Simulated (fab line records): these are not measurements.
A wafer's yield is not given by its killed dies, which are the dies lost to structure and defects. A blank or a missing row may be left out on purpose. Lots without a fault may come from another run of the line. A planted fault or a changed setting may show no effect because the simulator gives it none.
Matching of chambers | flow n5-finfet | pecvd-04 running N5_BEOL_M15_DEP_53: 3 sister chambers
The step deposits SiCN from 3MS/NH3, target thk 50 nm, time 17.8 s. 3 wafers are shown with their chamber, then 11 later ones without.

## WAFERS WITH THEIR CHAMBER
wafer  | chamber | throttle-valve-pct (%)
L083.3 | 1       | 18.8
L083.4 | 0       | 17.8
L086.2 | 2       | 20.4

## WAFERS MISSING THEIR CHAMBER
wafer  | throttle-valve-pct (%)
L086.4 | 18.0
L086.5 | 20.4
L089.2 | 19.0
L089.5 | 20.4
L089.6 | 18.6
L090.2 | 20.6
L090.3 | 19.1
L090.5 | 17.7
L096.1 | 17.8
L096.4 | 20.4
L096.6 | 17.8

## THE CHAMBER EACH PASSED THROUGH
wafer  | from the rows above | in truth
L086.4 | 0                   | 0
L086.5 | 2                   | 2
L089.2 | 1                   | 1
L089.5 | 2                   | 2
L089.6 | 1                   | 1
L090.2 | 2                   | 2
L090.3 | 1                   | 1
L090.5 | 0                   | 0
L096.1 | 0                   | 0
L096.4 | 2                   | 2
L096.6 | 0                   | 0
Correctly placed: 11 of 11. Can't be placed from these rows: 0. Placed wrongly: 0.
How it was worked out, from the rows above alone: a wafer's distance from a chamber is the root of the sum, over the readings, of the square of ((its reading less the chamber's mean) divided by the reading's scatter). If the next closest chamber is less than 2 further off than the closest, the wafer can't be placed; otherwise it belongs to the closest. For every chamber, the mean is computed from those of its wafers that are shown. The scatter (one wafer shown for each chamber): square how far every hidden wafer sits from the nearest shown wafer, average those squares and take the square root.
